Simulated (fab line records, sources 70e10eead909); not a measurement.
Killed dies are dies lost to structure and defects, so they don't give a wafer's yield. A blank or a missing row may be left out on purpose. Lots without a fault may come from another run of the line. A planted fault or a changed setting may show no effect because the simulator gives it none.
Chamber matching | flow nand_harc | NHARC_A_STAIRCASE_DESCUM_252 on rie_diel-04: 4 sister chambers
The step chemistry O2, time 3 s. 8 wafers are shown with their chamber, then 7 later ones without.

WAFERS WITH THEIR CHAMBER
wafer  | chamber | drypump_motor_current_A (A) | showerhead_plenum_p_Torr (Torr)
L081.5 | 1       | 4.8                         | 1.84
L088.4 | 2       | 6.0                         | 1.80
L088.6 | 0       | 5.4                         | 1.77
L092.2 | 3       | 5.4                         | 1.86
L092.3 | 0       | 5.4                         | 1.77
L092.4 | 1       | 4.9                         | 1.83
L095.1 | 2       | 6.0                         | 1.80
L095.4 | 3       | 5.4                         | 1.86

WAFERS WITHOUT THEIR CHAMBER
wafer  | drypump_motor_current_A (A) | showerhead_plenum_p_Torr (Torr)
L095.6 | 6.0                         | 1.80
L096.1 | 5.4                         | 2.07
L096.5 | 5.4                         | 1.86
L096.6 | 6.0                         | 1.80
L097.2 | 5.4                         | 1.86
L097.4 | 4.8                         | 1.82
L097.6 | 4.8                         | 1.82

WHICH CHAMBER EACH WENT THROUGH
wafer  | from the rows above | in truth
L095.6 | 2                   | 2
L096.1 | 3                   | 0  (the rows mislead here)
L096.5 | 3                   | 3
L096.6 | 2                   | 2
L097.2 | 3                   | 3
L097.4 | 1                   | 1
L097.6 | 1                   | 1
Placed correctly: 6 of 7. Can't be placed from these rows: 0. Placed wrongly: 1.
How it was worked out, from the rows above alone: a wafer's distance from a chamber is the root of the sum, over the readings, of the square of ((its reading less the chamber's mean) divided by the reading's scatter). The wafer belongs to the nearest chamber; if the next one is less than 2 further off, it can't be placed. A chamber's mean is the mean of its shown wafers. The scatter: the root of (the sum of the squares of (reading less its chamber's mean) over the shown wafers, divided by (wafers less chambers)).
